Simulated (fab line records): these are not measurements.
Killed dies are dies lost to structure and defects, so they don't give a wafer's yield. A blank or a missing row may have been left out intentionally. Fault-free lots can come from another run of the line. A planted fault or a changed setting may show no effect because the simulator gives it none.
fab line records -- flow nandHarc -- part 2 of 2: steps 25 to 36 of 36
record lots=5, wafers=15, lastDay=32
route steps=1302 shown A_STAIRCASE@857 A_SGD_CUT@890
lots that met no fault: taken from a fault-free run of the same line
startH: hours from the record's first day to the start of the lot's first wafer shown -- waitH: hours since the lot's step before -- " the same as in the row above -- L1.1+2: one row covering several wafers at once -- - no value, or no start given -- * or withheld: withheld -- < > ~ a bound
route shown NAME@n: names a module that has steps shown in the file, with the first one's number in the route -- usual: mean/standard deviation taken from wafers without a fault -- same: alike in all rows -- chamber/n: place in a boat -- sites: the reading at each site -- _std_site: how widely they spread, as a standard deviation -- _edge_site: mean of outer sites minus mean of inner sites -- radiusMm: for every site, how far away it sits from the centre of the wafer -- mask NAME#n: copy n -- behind: the last tool/chamber to shape the wafer -- hold: why the lot went on hold/how many hours it stayed there/how the hold came to an end -- device: whichever transistor did not switch (one of n, p or np) -- end of line: the tests these same wafers got at the end of their route -- where a step has no rows: the recipe by itself -- killed: count of dies lost to structure and defects at first sort (not the wafer's yield) -- map: shows each die of a wafer: x if killed, . if not, _ if none is there
set.NAME: the run value of the setting; set.NAME@STEP: its run value at that earlier step -- model.NAME: the simulator's own value behind a step, which no gauge read
a table for each step, a row for each wafer; lots at some steps of the route
services: when a tool's chamber went out of use (startH, in hours from the record's first day, below 0 if earlier), for how many hours, and the reason
## steps
# step NHARC_A_STAIRCASE_DEP_471
# recipe targetThkA=1000, tempC=400, pressureTorr=6.5, rfW=900, teosFlowSccm=161.4, flowSccm=2650, targetThkNm=100, gas=O2, material=SiO2
# usual heaterPowerOuterW=290/58, heaterPowerW=527/86, mfcPrecursorSccm=161.4/0.47, throttleValvePct=16.2/0.45
lot.wafer,tool,chamber,startH,waitH,heaterPowerOuterW,heaterPowerW,mfcPrecursorSccm,throttleValvePct
L076.1,pecvd-02,1,457.85,-,223,447,162.1,16.3
L076.2,pecvd-02,0,457.85,-,242,434,160.8,15.5
L076.4,pecvd-02,2,457.85,-,185,380,161.8,16.4
L079.3,pecvd-02,0,493.42,-,259,455,161.2,15.8
L079.5,pecvd-02,1,493.42,-,319,571,162.1,16.4
L079.6,pecvd-02,2,493.42,-,211,418,160.9,16.3
L084.1,pecvd-03,0,536.92,-,245,498,161.2,16.9
L084.2,pecvd-03,1,536.92,-,279,517,161.0,17.0
L084.6,pecvd-03,1,536.92,-,281,519,161.7,17.0
L088.2,pecvd-04,1,581.53,-,308,528,161.4,15.8
L088.1,pecvd-04,0,581.53,-,432,753,161.1,16.6
L088.5,pecvd-04,0,581.53,-,439,745,160.9,16.6
L096.2,pecvd-02,1,652.27,-,314,595,162.4,16.3
L096.5,pecvd-02,0,652.27,-,300,497,161.5,15.3
L096.6,pecvd-02,1,652.27,-,321,567,161.3,16.6
# step NHARC_A_STAIRCASE_CMP_472
# recipe material=SiO2
# usual motorCurrentA=11.7/1.1, slurryFlowMlMin=150.0/0.51
lot.wafer,tool,chamber,startH,waitH,motorCurrentA,slurryFlowMlMin
L076.2,cmp-01,1,458.13,0.2,10.6,149.9
L076.4,cmp-01,2,458.13,0.2,11.0,149.7
L076.1,cmp-01,3,458.13,0.2,11.5,150.0
L079.3,cmp-01,2,493.72,0.3,11.6,150.0
L079.6,cmp-01,1,493.72,0.3,11.4,149.7
L079.5,cmp-01,2,493.72,0.3,10.4,151.2
L084.1,cmp-04,1,537.21,0.3,13.1,149.5
L084.2,cmp-04,3,537.21,0.3,13.6,150.4
L084.6,cmp-04,1,537.21,0.3,13.0,148.9
L088.1,cmp-03,0,581.86,0.2,10.4,150.6
L088.2,cmp-03,1,581.86,0.2,11.9,149.9
L088.5,cmp-03,2,581.86,0.2,10.6,150.6
L096.2,cmp-03,2,652.56,0.3,10.4,150.7
L096.6,cmp-03,0,652.56,0.3,10.0,150.0
L096.5,cmp-03,1,652.56,0.3,10.8,150.5
# step NHARC_A_STAIRCASE_SRD_474
lot.wafer,tool,chamber,startH,waitH
L076.4+1+2,wetBench-04,"5,7,1",458.40,0.0
L079.6+5+3,wetBench-02,"3,4,7",493.95,0.0
L084.1+2+6,wetBench-04,"5,6,0",537.46,0.0
L088.5+1+2,wetBench-02,"0,1,3",582.08,0.0
L096.6+2+5,wetBench-07,"1,3,5",652.77,0.0
# step NHARC_A_STAIRCASE_INSPECT_155
# usual rawDefectCount=452/150
lot.wafer,tool,chamber,startH,waitH,rawDefectCount
L076.1,defectInspect-01,-,458.48,0.1,532
L076.2,defectInspect-01,-,458.48,0.1,307
L076.4,defectInspect-01,-,458.48,0.1,292
L079.3,defectInspect-02,-,494.04,0.1,434
L079.5,defectInspect-02,-,494.04,0.1,448
L079.6,defectInspect-02,-,494.04,0.1,354
L084.1,defectInspect-01,-,537.54,0.1,429
L084.2,defectInspect-01,-,537.54,0.1,330
L084.6,defectInspect-01,-,537.54,0.1,306
L088.1,defectInspect-02,-,582.15,0.1,356
L088.2,defectInspect-02,-,582.15,0.1,409
L088.5,defectInspect-02,-,582.15,0.1,357
L096.2,defectInspect-02,-,652.86,0.1,316
L096.5,defectInspect-02,-,652.86,0.1,407
L096.6,defectInspect-02,-,652.86,0.1,411
# step NHARC_A_SGD_CUT_DEP_00
# recipe targetThkA=500, tempC=400, targetThkNm=50, flowSccm=200, rfW=450, material=SiNx
# usual heaterPowerOuterW=399/63, heaterPowerW=667/88
lot.wafer,tool,chamber,startH,waitH,heaterPowerOuterW,heaterPowerW
L076.2,pecvd-01,1,458.55,0.1,381,672
L076.1,pecvd-01,0,458.55,0.1,505,804
L076.4,pecvd-01,1,458.55,0.1,393,688
L079.3,pecvd-02,0,494.16,0.1,430,654
L079.5,pecvd-02,1,494.16,0.1,396,703
L079.6,pecvd-02,0,494.16,0.1,434,673
L084.1,pecvd-01,2,537.60,0.1,408,666
L084.2,pecvd-01,0,537.60,0.1,511,804
L084.6,pecvd-01,2,537.60,0.1,396,657
L088.2,pecvd-02,1,582.25,0.1,418,708
L088.1,pecvd-02,2,582.25,0.1,326,548
L088.5,pecvd-02,0,582.25,0.1,437,683
L096.2,pecvd-01,0,652.92,0.1,452,707
L096.5,pecvd-01,1,652.92,0.1,383,634
L096.6,pecvd-01,2,652.92,0.1,404,680
# step NHARC_A_SGD_CUT_DEHYDRATE_01
# recipe tempC=150, timeS=120
# usual heaterPowerTotalW=182.6/1.2
lot.wafer,tool,chamber,startH,waitH,heaterPowerTotalW
L076.1,lithoTrack-04,0,458.82,0.2,184.7
L076.2,lithoTrack-04,0,458.82,0.2,183.8
L076.4,lithoTrack-04,0,458.82,0.2,183.9
L079.3,lithoTrack-04,0,494.37,0.2,181.9
L079.5,lithoTrack-04,0,494.37,0.2,180.9
L079.6,lithoTrack-04,0,494.37,0.2,181.9
L084.1,lithoTrack-04,0,537.88,0.2,183.5
L084.2,lithoTrack-04,0,537.88,0.2,182.7
L084.6,lithoTrack-04,0,537.88,0.2,182.8
L088.1,lithoTrack-01,0,582.49,0.2,182.9
L088.2,lithoTrack-01,0,582.49,0.2,182.7
L088.5,lithoTrack-01,0,582.49,0.2,183.2
L096.2,lithoTrack-06,0,653.22,0.3,182.5
L096.5,lithoTrack-06,0,653.22,0.3,183.7
L096.6,lithoTrack-06,0,653.22,0.3,181.4
# step NHARC_A_SGD_CUT_HMDS_02
# recipe timeS=30
lot.wafer,tool,chamber,startH,waitH
L076.1+2+4,lithoTrack-04,0,-,-
L079.3+5+6,lithoTrack-04,0,-,-
L084.1+2+6,lithoTrack-04,0,-,-
L088.1+2+5,lithoTrack-01,0,-,-
L096.2+5+6,lithoTrack-06,0,-,-
# step NHARC_A_SGD_CUT_COAT_56
# recipe tempC=260, timeS=75
# usual heaterPowerTotalW=486.9/1.7
lot.wafer,tool,chamber,startH,waitH,heaterPowerTotalW
L076.1,lithoTrack-04,0,-,-,484.5
L076.2,lithoTrack-04,0,-,-,489.0
L076.4,lithoTrack-04,0,-,-,487.5
L079.3,lithoTrack-04,0,-,-,485.4
L079.5,lithoTrack-04,0,-,-,488.2
L079.6,lithoTrack-04,0,-,-,486.8
L084.1,lithoTrack-04,0,-,-,485.8
L084.2,lithoTrack-04,0,-,-,489.6
L084.6,lithoTrack-04,0,-,-,485.3
L088.1,lithoTrack-01,0,-,-,484.9
L088.2,lithoTrack-01,0,-,-,489.5
L088.5,lithoTrack-01,0,-,-,486.2
L096.2,lithoTrack-06,0,-,-,486.6
L096.5,lithoTrack-06,0,-,-,489.0
L096.6,lithoTrack-06,0,-,-,486.6
# step NHARC_A_SGD_CUT_COAT_57
# recipe tempC=225, timeS=65
# usual heaterPowerTotalW=446.7/2
lot.wafer,tool,chamber,startH,waitH,heaterPowerTotalW
L076.1,lithoTrack-04,0,-,-,445.8
L076.2,lithoTrack-04,0,-,-,447.1
L076.4,lithoTrack-04,0,-,-,445.9
L079.3,lithoTrack-04,0,-,-,449.0
L079.5,lithoTrack-04,0,-,-,446.4
L079.6,lithoTrack-04,0,-,-,448.9
L084.1,lithoTrack-04,0,-,-,449.6
L084.2,lithoTrack-04,0,-,-,447.5
L084.6,lithoTrack-04,0,-,-,448.3
L088.1,lithoTrack-01,0,-,-,448.4
L088.2,lithoTrack-01,0,-,-,444.2
L088.5,lithoTrack-01,0,-,-,449.4
L096.2,lithoTrack-06,0,-,-,446.7
L096.5,lithoTrack-06,0,-,-,446.5
L096.6,lithoTrack-06,0,-,-,448.9
# step NHARC_A_SGD_CUT_COAT_03
# recipe spinRpm=1500, resistThkNm=90
lot.wafer,tool,chamber,startH,waitH
L076.1+2+4,lithoTrack-04,0,-,-
L079.3+5+6,lithoTrack-04,0,-,-
L084.1+2+6,lithoTrack-04,0,-,-
L088.1+2+5,lithoTrack-01,0,-,-
L096.2+5+6,lithoTrack-06,0,-,-
# step NHARC_A_SGD_CUT_SOFTBAKE_04
# recipe tempC=105, timeS=55
# usual heaterPowerTotalW=188.47/0.14
lot.wafer,tool,chamber,startH,waitH,heaterPowerTotalW
L076.1,lithoTrack-04,0,-,-,188.27
L076.2,lithoTrack-04,0,-,-,188.41
L076.4,lithoTrack-04,0,-,-,188.27
L079.3,lithoTrack-04,0,-,-,188.32
L079.5,lithoTrack-04,0,-,-,188.72
L079.6,lithoTrack-04,0,-,-,188.46
L084.1,lithoTrack-04,0,-,-,188.51
L084.2,lithoTrack-04,0,-,-,188.32
L084.6,lithoTrack-04,0,-,-,188.35
L088.1,lithoTrack-01,0,-,-,188.34
L088.2,lithoTrack-01,0,-,-,188.75
L088.5,lithoTrack-01,0,-,-,188.55
L096.2,lithoTrack-06,0,-,-,188.40
L096.5,lithoTrack-06,0,-,-,188.47
L096.6,lithoTrack-06,0,-,-,188.36
# step NHARC_A_SGD_CUT_EBR_05
lot.wafer,tool,chamber,startH,waitH
L076.1+2+4,lithoTrack-04,0,-,-
L079.3+5+6,lithoTrack-04,0,-,-
L084.1+2+6,lithoTrack-04,0,-,-
L088.1+2+5,lithoTrack-01,0,-,-
L096.2+5+6,lithoTrack-06,0,-,-
## services
tool,chamber,startH,hours,kind
cmp-03,-,437.82,1.6,repair
cmp-04,-,445.16,1.7,repair
lithoTrack-03,-,450.00,7.0,pm
rieDiel-03,-,458.59,9.0,pm
lithoTrack-01,-,505.00,7.0,pm
cmp-04,-,508.91,4.0,pm
wetBench-07,-,512.00,8.0,pm
wetBench-04,-,514.84,2.6,repair
rieDiel-03,2,517.55,7.5,repair
lithoTrack-06,-,529.00,7.0,pm
rieDiel-04,-,535.82,9.0,pm
rieDiel-03,3,546.16,10.6,repair
lithoTrack-04,-,553.00,7.0,pm
wetBench-07,-,569.65,1.0,repair
lithoTrack-02,-,577.01,7.0,pm
wetBench-04,-,579.20,8.0,pm
rieDiel-04,3,595.62,12.3,repair
wetBench-02,-,596.00,8.0,pm
cmp-04,-,601.56,0.4,repair
cmp-04,-,606.91,4.0,pm
cmp-04,-,612.70,0.5,repair
lithoTrack-03,-,625.00,7.0,pm
rieDiel-03,-,635.59,9.0,pm
wetBench-07,-,644.28,0.6,repair
